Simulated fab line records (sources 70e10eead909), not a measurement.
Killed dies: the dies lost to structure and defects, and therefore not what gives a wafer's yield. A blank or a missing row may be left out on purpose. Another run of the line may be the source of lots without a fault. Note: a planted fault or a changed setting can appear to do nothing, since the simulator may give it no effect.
fab line records + flow nandHarc
record
- lots=12
- wafers=36
- lastDay=32
route steps=1302 shown A_STAIRCASE@831
lots that met no fault: taken from a fault-free run of the same line
startH: hours from the record's first day to the start of the lot's first wafer shown + waitH: hours from the lot's prior step to this one + " repeats the value in the row above + L1.1+2: a single row standing in for several wafers + - no value, or no start was given + * or withheld: withheld + < > ~ a bound
route shown NAME@n: names a module that has steps shown in the file, with the first one's number in the route + usual: mean/standard deviation taken from wafers without a fault + same: alike in all rows + chamber/n: place in a boat + sites: readings site by site + _std_site: the values' standard deviation + _edge_site: the outer-site mean with the inner-site mean subtracted + radiusMm: how far each site lies from the wafer's centre + mask NAME#n: copy n + behind: the tool/chamber that last shaped the wafer + hold: cause of the lot's hold/its duration in hours/its outcome + device: which transistor (n, p or np) failed to switch + end of line: the tests these same wafers got at the end of their route + for a step that has no rows: nothing shown but its recipe + killed: dies that structure and defects cost at the first sort, which is not the same as the wafer's yield + map: the dies of a wafer, with x for killed, . for not killed, _ for no die there
set.NAME: the run value of the setting; set.NAME@STEP: its run value at that earlier step + model.NAME: the simulator's own value behind a step, which no gauge read
steps of the route over a sample of lots; a table a step, a row a wafer
services: the hour from which a tool's chamber was out of use, counted from the record's first day as startH (under 0 if before that day), plus the number of hours and why
## steps
# step NHARC_A_STAIRCASE_ETCH_313
# recipe
- cf4FlowSccm=100
- chf3FlowSccm=30
- arFlowSccm=0
- rfW=500
- biasW=200
- chemistry=CF4/CHF3
# usual
- biasW=200.0/0.61
- drypumpMotorCurrentA=5.6/0.48
- oesProductAu=0.932/0.017
- rfVppV=370.0/2.2
- showerheadPlenumPTorr=1.56/0.062
- throttleValvePct=16.802/0.0084
| lot.wafer | tool       | chamber | startH | waitH | biasW | drypumpMotorCurrentA | oesProductAu | rfHoursCounterH | rfVppV | showerheadPlenumPTorr | throttleValvePct |
|-----------|------------|---------|--------|-------|-------|----------------------|--------------|-----------------|--------|-----------------------|------------------|
| L435.2    | rieDiel-12 | 0       | 388.38 | 0.1   | 200.0 | 6.2                  | 0.919        | 33              | 368.6  | 1.52                  | 16.798           |
| L435.3    | "          | 1       | "      | "     | 200.6 | 5.4                  | 0.939        | 33              | 367.0  | 1.46                  | 16.805           |
| L435.6    | "          | 0       | "      | "     | 199.9 | 6.2                  | 0.916        | -               | 368.1  | 1.52                  | 16.802           |
| L436.2    | rieDiel-13 | 1       | 395.68 | 0.1   | 200.0 | 6.2                  | 0.925        | 15              | 368.1  | 1.51                  | 16.815           |
| L436.5    | "          | 0       | "      | "     | 200.9 | 4.7                  | 0.939        | -               | 372.3  | 1.63                  | 16.806           |
| L436.6    | "          | 3       | "      | "     | 199.4 | 5.8                  | 0.958        | -               | 368.3  | 1.55                  | 16.786           |
| L437.3    | rieDiel-04 | 3       | 414.53 | 0.1   | 200.0 | 5.3                  | 0.938        | 20              | 367.5  | 1.49                  | 16.807           |
| L437.1    | "          | 1       | "      | "     | 200.0 | 5.5                  | 0.933        | 19              | 369.8  | 1.54                  | 16.805           |
| L437.4    | "          | 2       | "      | "     | 199.2 | 5.2                  | 0.957        | 20              | 370.9  | 1.58                  | 16.793           |
| L439.3    | rieDiel-12 | 2       | 421.19 | 0.1   | 200.7 | 5.1                  | 0.893        | 44              | 371.2  | 1.59                  | 16.791           |
| L439.2    | "          | 3       | "      | "     | 200.8 | 6.1                  | 0.922        | 45              | 371.0  | 1.59                  | 16.806           |
| L439.6    | "          | 1       | "      | "     | 200.3 | 5.4                  | 0.943        | -               | 366.7  | 1.45                  | 16.799           |
| L440.2    | rieDiel-13 | 0       | 431.90 | 0.1   | 200.4 | 4.7                  | 0.946        | 24              | 371.2  | 1.63                  | 16.799           |
| L440.3    | "          | 1       | "      | "     | 200.1 | 6.2                  | 0.920        | 24              | 368.4  | 1.51                  | 16.799           |
| L440.6    | "          | 0       | "      | "     | 200.2 | 4.7                  | 0.942        | -               | 373.2  | 1.63                  | 16.795           |
| L443.4    | rieDiel-12 | 1       | 461.95 | 0.1   | 200.2 | 5.4                  | 0.983        | 4               | 373.9  | 1.70                  | 16.791           |
| L443.1    | "          | 2       | "      | "     | 200.0 | 5.1                  | 0.969        | 2               | 371.3  | 1.59                  | 16.813           |
| L443.6    | "          | 0       | "      | "     | 200.4 | 6.2                  | 0.960        | -               | 369.6  | 1.52                  | 16.806           |
| L445.1    | rieDiel-12 | 0       | 492.38 | 0.1   | 199.8 | 6.2                  | 0.909        | 20              | 368.6  | 1.51                  | 16.780           |
| L445.2    | "          | 2       | "      | "     | 200.2 | 5.1                  | 0.929        | 15              | 371.4  | 1.58                  | 16.794           |
| L445.6    | "          | 0       | "      | "     | 199.3 | 6.2                  | 0.917        | -               | 369.4  | 1.51                  | 16.785           |
| L452.4    | rieDiel-13 | 0       | 562.77 | 0.1   | 199.2 | 4.7                  | 0.946        | 11              | 371.7  | 1.62                  | 16.799           |
| L452.1    | "          | 3       | "      | "     | 199.6 | 5.9                  | 0.925        | 11              | 368.9  | 1.54                  | 16.799           |
| L452.5    | "          | 1       | "      | "     | 200.2 | 6.2                  | 0.922        | -               | 369.2  | 1.50                  | 16.804           |
| L453.4    | rieDiel-04 | 1       | 569.14 | 0.1   | 200.2 | 5.5                  | 0.915        | 8               | 369.1  | 1.53                  | 16.803           |
| L453.3    | "          | 2       | "      | "     | 199.2 | 5.1                  | 0.931        | 8               | 370.2  | 1.57                  | 16.800           |
| L453.6    | "          | 1       | "      | "     | 200.1 | 5.5                  | 0.904        | -               | 368.5  | 1.53                  | 16.801           |
| L454.4    | rieDiel-04 | 3       | 575.25 | 0.1   | 199.6 | 5.4                  | 0.932        | 8               | 366.1  | 1.48                  | 16.806           |
| L454.2    | "          | 2       | "      | "     | 200.3 | 5.2                  | 0.935        | 10              | 371.1  | 1.56                  | 16.808           |
| L454.5    | "          | 3       | "      | "     | 200.4 | 5.4                  | 0.934        | -               | 367.7  | 1.48                  | 16.799           |
| L456.3    | rieDiel-13 | 0       | 584.44 | 0.1   | 199.6 | 4.7                  | 0.940        | 22              | 373.2  | 1.61                  | 16.796           |
| L456.4    | "          | 2       | "      | "     | 200.0 | 5.7                  | 0.899        | 20              | 375.7  | 1.69                  | 16.800           |
| L456.2    | "          | 3       | "      | "     | 200.8 | 5.8                  | 0.930        | 23              | 369.2  | 1.53                  | 16.789           |
| L455.4    | rieDiel-12 | 3       | 584.92 | 0.1   | 199.6 | 6.1                  | 0.931        | 42              | 368.9  | 1.58                  | 16.819           |
| L455.6    | "          | 1       | "      | "     | 199.9 | 5.4                  | 0.942        | -               | 372.5  | 1.69                  | 16.799           |
| L455.5    | "          | 2       | "      | "     | 199.9 | 5.1                  | 0.933        | -               | 370.6  | 1.57                  | 16.800           |
# step NHARC_A_STAIRCASE_STRIP_316
# recipe
- o2FlowSccm=500
- arFlowSccm=0
- biasW=0
- chemistry=O2
# usual
- drypumpMotorCurrentA=5.7/0.48
- oesProductAu=1.005/0.017
- rfVppV=57.7/0.87
- showerheadPlenumPTorr=3.50/0.14
- throttleValvePct=17.037/0.0086
# same
- biasW=0
| lot.wafer | tool       | chamber | startH | waitH | drypumpMotorCurrentA | oesProductAu | rfHoursCounterH | rfVppV | showerheadPlenumPTorr | throttleValvePct |
|-----------|------------|---------|--------|-------|----------------------|--------------|-----------------|--------|-----------------------|------------------|
| L435.2    | rieDiel-12 | 2       | -      | -     | 5.1                  | 0.991        | 35              | 57.7   | 3.56                  | 17.038           |
| L435.3    | "          | 0       | "      | "     | 6.2                  | 0.988        | 34              | 57.8   | 3.42                  | 17.053           |
| L435.6    | "          | 3       | "      | "     | 6.1                  | 0.996        | -               | 57.6   | 3.58                  | 17.042           |
| L436.2    | rieDiel-13 | 3       | -      | -     | 5.9                  | 1.045        | 15              | 57.3   | 3.47                  | 17.046           |
| L436.6    | "          | 0       | "      | "     | 4.7                  | 1.024        | -               | 58.4   | 3.65                  | 17.041           |
| L436.5    | "          | 3       | "      | "     | 5.9                  | 1.060        | -               | 58.2   | 3.47                  | 17.047           |
| L437.1    | rieDiel-04 | 1       | -      | -     | 5.6                  | 1.000        | 19              | 57.0   | 3.45                  | 17.038           |
| L437.3    | "          | 2       | "      | "     | 5.2                  | 1.039        | 21              | 57.6   | 3.53                  | 17.035           |
| L437.4    | "          | 0       | "      | "     | 6.0                  | 0.993        | 18              | 58.1   | 3.56                  | 17.040           |
| L439.3    | rieDiel-12 | 1       | -      | -     | 5.4                  | 1.004        | 43              | 56.7   | 3.27                  | 17.037           |
| L439.2    | "          | 2       | "      | "     | 5.1                  | 0.976        | 44              | 55.9   | 3.56                  | 17.045           |
| L439.6    | "          | 1       | "      | "     | 5.4                  | 1.012        | -               | 55.4   | 3.27                  | 17.024           |
| L440.2    | rieDiel-13 | 2       | -      | -     | 5.7                  | 1.004        | 20              | 56.5   | 3.28                  | 17.013           |
| L440.3    | "          | 0       | "      | "     | 4.7                  | 1.023        | 24              | 58.4   | 3.64                  | 17.037           |
| L440.6    | "          | 2       | "      | "     | 5.7                  | 0.994        | -               | 57.9   | 3.28                  | 17.045           |
| L443.1    | rieDiel-12 | 1       | -      | -     | 5.4                  | 1.018        | 8               | 57.8   | 3.80                  | 17.031           |
| L443.4    | "          | 2       | "      | "     | 5.1                  | 1.002        | 4               | 56.7   | 3.55                  | 17.035           |
| L443.6    | "          | 3       | "      | "     | 6.1                  | 0.996        | -               | 58.9   | 3.57                  | 17.047           |
| L445.1    | rieDiel-12 | 0       | -      | -     | 6.2                  | 0.989        | 20              | 58.2   | 3.40                  | 17.029           |
| L445.2    | "          | 2       | "      | "     | 5.1                  | 1.009        | 15              | 57.2   | 3.55                  | 17.036           |
| L445.6    | "          | 0       | "      | "     | 6.3                  | 0.994        | -               | 57.2   | 3.40                  | 17.049           |
| L452.1    | rieDiel-13 | 0       | -      | -     | 4.7                  | 1.029        | 11              | 57.2   | 3.62                  | 17.035           |
| L452.4    | "          | 1       | "      | "     | 6.2                  | 1.006        | 12              | 57.8   | 3.36                  | 17.032           |
| L452.5    | "          | 0       | "      | "     | 4.7                  | 1.026        | -               | 58.5   | 3.62                  | 17.032           |
| L453.4    | rieDiel-04 | 2       | -      | -     | 5.2                  | 1.024        | 8               | 58.4   | 3.51                  | 17.037           |
| L453.3    | "          | 0       | "      | "     | 6.0                  | 0.983        | 9               | 58.2   | 3.54                  | 17.045           |
| L453.6    | "          | 2       | "      | "     | 5.2                  | 1.027        | -               | 57.4   | 3.51                  | 17.038           |
| L454.2    | rieDiel-04 | 3       | -      | -     | 5.4                  | 1.010        | 9               | 58.3   | 3.32                  | 17.050           |
| L454.4    | "          | 0       | "      | "     | 6.0                  | 0.987        | 11              | 58.8   | 3.53                  | 17.043           |
| L454.5    | "          | 3       | "      | "     | 5.3                  | 1.007        | -               | 58.1   | 3.32                  | 17.036           |
| L456.4    | rieDiel-13 | 1       | -      | -     | 6.3                  | 0.994        | 19              | 56.9   | 3.35                  | 17.046           |
| L456.2    | "          | 2       | "      | "     | 5.7                  | 0.981        | 20              | 58.6   | 3.80                  | 17.023           |
| L456.3    | "          | 0       | "      | "     | 4.7                  | 1.018        | 22              | 58.7   | 3.61                  | 17.034           |
| L455.4    | rieDiel-12 | 1       | -      | -     | 5.4                  | 1.006        | 52              | 58.3   | 3.78                  | 17.039           |
| L455.5    | "          | 1       | "      | "     | 5.4                  | 1.002        | -               | 59.7   | 3.78                  | 17.040           |
| L455.6    | "          | 2       | "      | "     | 5.1                  | 0.999        | -               | 56.6   | 3.53                  | 17.037           |
# step NHARC_A_STAIRCASE_DEP_325
# recipe
- targetThkA=72000
- tempC=400
- targetThkNm=7200
- teosFlowSccm=200
- rfW=500
- material=SiO2
# usual
- heaterPowerW=674/120
| lot.wafer | tool     | chamber | startH | waitH | heaterPowerW |
|-----------|----------|---------|--------|-------|--------------|
| L435.3    | pecvd-04 | 2       | 421.98 | 0.1   | 580          |
| L435.2    | "        | 1       | "      | "     | 677          |
| L435.6    | "        | 1       | "      | "     | 649          |
| L436.2    | pecvd-02 | 2       | 429.66 | 0.3   | 758          |
| L436.6    | "        | 0       | "      | "     | 593          |
| L436.5    | "        | 1       | "      | "     | 611          |
| L439.3    | pecvd-03 | 2       | 454.19 | 0.1   | 862          |
| L439.2    | "        | 1       | "      | "     | 944          |
| L439.6    | "        | 1       | "      | "     | 811          |
| L437.3    | pecvd-02 | 2       | 454.19 | 0.1   | 607          |
| L437.1    | "        | 1       | "      | "     | 741          |
| L437.4    | "        | 2       | "      | "     | 619          |
| L440.2    | pecvd-02 | 1       | 465.44 | 0.2   | 719          |
| L440.3    | "        | 2       | "      | "     | 625          |
| L440.6    | "        | 1       | "      | "     | 617          |
| L443.1    | pecvd-04 | 2       | 500.84 | 0.2   | 481          |
| L443.4    | "        | 1       | "      | "     | 654          |
| L443.6    | "        | 0       | "      | "     | 621          |
| L445.2    | pecvd-02 | 2       | 528.04 | 0.1   | 654          |
| L445.1    | "        | 1       | "      | "     | 723          |
| L445.6    | "        | 1       | "      | "     | 607          |
| L453.3    | pecvd-02 | 0       | 609.49 | 0.2   | 647          |
| L453.6    | "        | 2       | "      | "     | 633          |
| L453.4    | "        | 0       | "      | "     | 563          |
| L452.1    | pecvd-03 | 1       | 609.58 | 0.3   | 983          |
| L452.4    | "        | 2       | "      | "     | 768          |
| L452.5    | "        | 0       | "      | "     | 541          |
| L456.2    | pecvd-02 | 0       | 616.06 | 0.1   | 697          |
| L456.3    | "        | 2       | "      | "     | 628          |
| L456.4    | "        | 0       | "      | "     | 589          |
| L454.2    | pecvd-03 | 1       | 616.20 | 0.3   | 921          |
| L454.5    | "        | 2       | "      | "     | 768          |
| L454.4    | "        | 1       | "      | "     | 799          |
| L455.4    | pecvd-04 | 2       | 616.34 | 0.4   | 476          |
| L455.5    | "        | 0       | "      | "     | 629          |
| L455.6    | "        | 1       | "      | "     | 660          |
# step NHARC_A_STAIRCASE_ETCH_444
# recipe
- targetDepthA=2.04e+05
- timeS=6800
- c4f8FlowSccm=20
- o2FlowSccm=10
- arFlowSccm=withheld
- rfW=600
- biasW=1000
- chemistry=C4F8/O2
# usual
- biasW=1000.1/2.7
- oesProductAu=0.939/0.02
- rfVppV=806/4.9
- runLengthS=6821.2/0.38
| lot.wafer | tool       | chamber | startH | waitH | biasW  | oesProductAu | rfHoursCounterH | rfVppV | runLengthS |
|-----------|------------|---------|--------|-------|--------|--------------|-----------------|--------|------------|
| L435.3    | rieDiel-12 | 3       | 431.41 | 1.0   | 1000.5 | 0.930        | 47              | 807    | 6821       |
| L435.2    | "          | 0       | "      | "     | 999.5  | 0.923        | 46              | 803    | 6820.6     |
| L435.6    | "          | 1       | "      | "     | 1005.2 | 0.942        | -               | 798    | 6822       |
| L436.2    | rieDiel-04 | 1       | 441.04 | 1.5   | 998.2  | 0.929        | 27              | 805    | 6820.8     |
| L436.5    | "          | 2       | "      | "     | 996.8  | 0.934        | -               | 807    | 6821.3     |
| L436.6    | "          | 3       | "      | "     | 1000.1 | 0.924        | -               | 800    | 6821.4     |
| L439.3    | rieDiel-12 | 0       | 462.46 | 0.1   | 999.1  | 0.943        | 5               | 804    | 6820.4     |
| L439.2    | "          | 3       | 463.88 | 1.5   | 999.4  | 0.950        | 3               | 807    | 6821       |
| L439.6    | "          | 1       | "      | "     | 1002.4 | 0.964        | -               | 816    | 6821.7     |
| L437.1    | rieDiel-04 | 3       | 462.77 | 0.5   | 1001.3 | 0.916        | 34              | 800    | 6821.3     |
| L437.3    | "          | 0       | "      | "     | 1004.2 | 0.900        | 32              | 809    | 6821.5     |
| L437.4    | "          | 1       | "      | "     | 999.7  | 0.933        | 33              | 804    | 6820.5     |
| L440.2    | rieDiel-12 | 3       | 474.89 | 1.0   | 1000.1 | 0.960        | 8               | 808    | 6821.3     |
| L440.3    | "          | 0       | "      | "     | 999.2  | 0.950        | 11              | 802    | 6820.5     |
| L440.6    | "          | 1       | "      | "     | 996.6  | 0.988        | -               | 816    | 6822.2     |
| L443.4    | rieDiel-13 | 3       | 512.12 | 0.1   | 1002.6 | 0.958        | 47              | 805    | 6821.1     |
| L443.1    | "          | 0       | "      | "     | 997.0  | 0.949        | 46              | 810    | 6821.1     |
| L443.6    | "          | 0       | 514.48 | 2.4   | 999.0  | 0.951        | -               | 810    | 6821.2     |
| L445.1    | rieDiel-13 | 3       | 537.11 | 1.1   | 1004.0 | 0.968        | 2               | 804    | 6821       |
| L445.2    | "          | 0       | "      | "     | 996.6  | 0.961        | 2               | 811    | 6821.2     |
| L445.6    | "          | 1       | "      | "     | 1004.1 | 0.963        | -               | 801    | 6821.5     |
| L452.1    | rieDiel-13 | 0       | 618.35 | 0.5   | 994.6  | 0.931        | 31              | 808    | 8462.8     |
| L452.4    | "          | 2       | "      | "     | 1003.5 | 0.913        | 29              | 815    | 8463.3     |
| L452.5    | "          | 0       | "      | "     | 998.5  | 0.942        | -               | 811    | 8463.1     |
| L453.3    | rieDiel-04 | 0       | 618.98 | 1.0   | 996.2  | 0.920        | 24              | 806    | 6821.5     |
| L453.4    | "          | 1       | "      | "     | 999.0  | 0.931        | 27              | 803    | 6820.9     |
| L453.6    | "          | 2       | "      | "     | 1001.1 | 0.940        | -               | 805    | 6821.2     |
| L454.2    | rieDiel-13 | 1       | 626.36 | 0.1   | 1000.5 | 0.919        | 30              | 802    | 8462.5     |
| L454.4    | "          | 2       | "      | "     | 1000.9 | 0.921        | 31              | 816    | 8463.1     |
| L454.5    | "          | 2       | 628.72 | 2.4   | 1003.5 | 0.921        | -               | 814    | 8462.8     |
| L456.2    | rieDiel-04 | 0       | 626.55 | 0.1   | 1006.3 | 0.921        | 27              | 807    | 6821.3     |
| L456.4    | "          | 1       | "      | "     | 999.7  | 0.922        | 30              | 804    | 6820.5     |
| L456.3    | "          | 2       | "      | "     | 997.9  | 0.945        | 32              | 807    | 6821.2     |
| L455.4    | rieDiel-04 | 2       | 630.31 | 0.8   | 1005.9 | 0.939        | 34              | 806    | 6821.1     |
| L455.5    | "          | 1       | 631.75 | 2.2   | 994.9  | 0.923        | -               | 803    | 6820.7     |
| L455.6    | "          | 2       | "      | "     | 1000.9 | 0.939        | -               | 807    | 6821.4     |
## services
| tool       | chamber | startH | hours | kind   |
|------------|---------|--------|-------|--------|
| pecvd-03   | -       | 366.15 | 13.0  | pm     |
| rieDiel-13 | 2       | 377.69 | 21.4  | repair |
| pecvd-03   | -       | 379.71 | 3.8   | repair |
| pecvd-04   | 1       | 397.58 | 13.9  | repair |
| pecvd-02   | -       | 408.00 | 13.0  | pm     |
| rieDiel-12 | 0       | 438.34 | 3.9   | repair |
| rieDiel-12 | -       | 445.51 | 9.0   | pm     |
| pecvd-04   | -       | 450.20 | 13.0  | pm     |
| rieDiel-04 | 2       | 466.57 | 3.3   | repair |
| rieDiel-04 | -       | 472.03 | 0.6   | repair |
| rieDiel-13 | 0       | 483.34 | 1.6   | repair |
| pecvd-02   | -       | 486.74 | 1.2   | repair |
| rieDiel-04 | 2       | 503.56 | 10.2  | repair |
| rieDiel-12 | 3       | 503.65 | 6.6   | repair |
| rieDiel-13 | -       | 520.07 | 9.0   | pm     |
| rieDiel-04 | -       | 533.30 | 9.0   | pm     |
| pecvd-03   | -       | 547.48 | 13.0  | pm     |
| pecvd-02   | -       | 589.00 | 13.0  | pm     |
| rieDiel-13 | 0       | 599.91 | 4.3   | repair |
| rieDiel-12 | 1       | 607.56 | 12.0  | repair |
| rieDiel-12 | 0       | 622.06 | 2.6   | repair |
| rieDiel-12 | -       | 622.57 | 9.0   | pm     |
| pecvd-02   | 0       | 622.98 | 30.7  | repair |
| pecvd-04   | -       | 631.20 | 13.0  | pm     |
## key
firstSign
- step=NHARC_A_STAIRCASE_ETCH_444
- reading=runLengthS
- direction=up
- sigmas=99+
- usual=*
- struck=*
effect none on later readings
metAt NHARC_A_STAIRCASE_ETCH_444
struckLots L452,L454
testerLeftOut L452,L454
notActingAt NHARC_A_STAIRCASE_ETCH_313,NHARC_A_STAIRCASE_STRIP_316,NHARC_A_STAIRCASE_DEP_325
onsetBetween 537.11 618.35
fault
- kind=processParameterDrift
- tool=rieDiel-13
- chamber=-
- onsetH=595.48
- steps=NHARC_A_STAIRCASE_ETCH_444
- channel=timeS
- offset=*
- shape=step
- endH=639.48
- actsIn=*
- stated=*
# testerLeftOut: of these lots the tester's yield and bins aren't shown, on N5 and GAA mostly nor the transistor test; their killed dies are dies lost to structure and defects alone, not to doping, threshold or leakage, so they don't give the yield
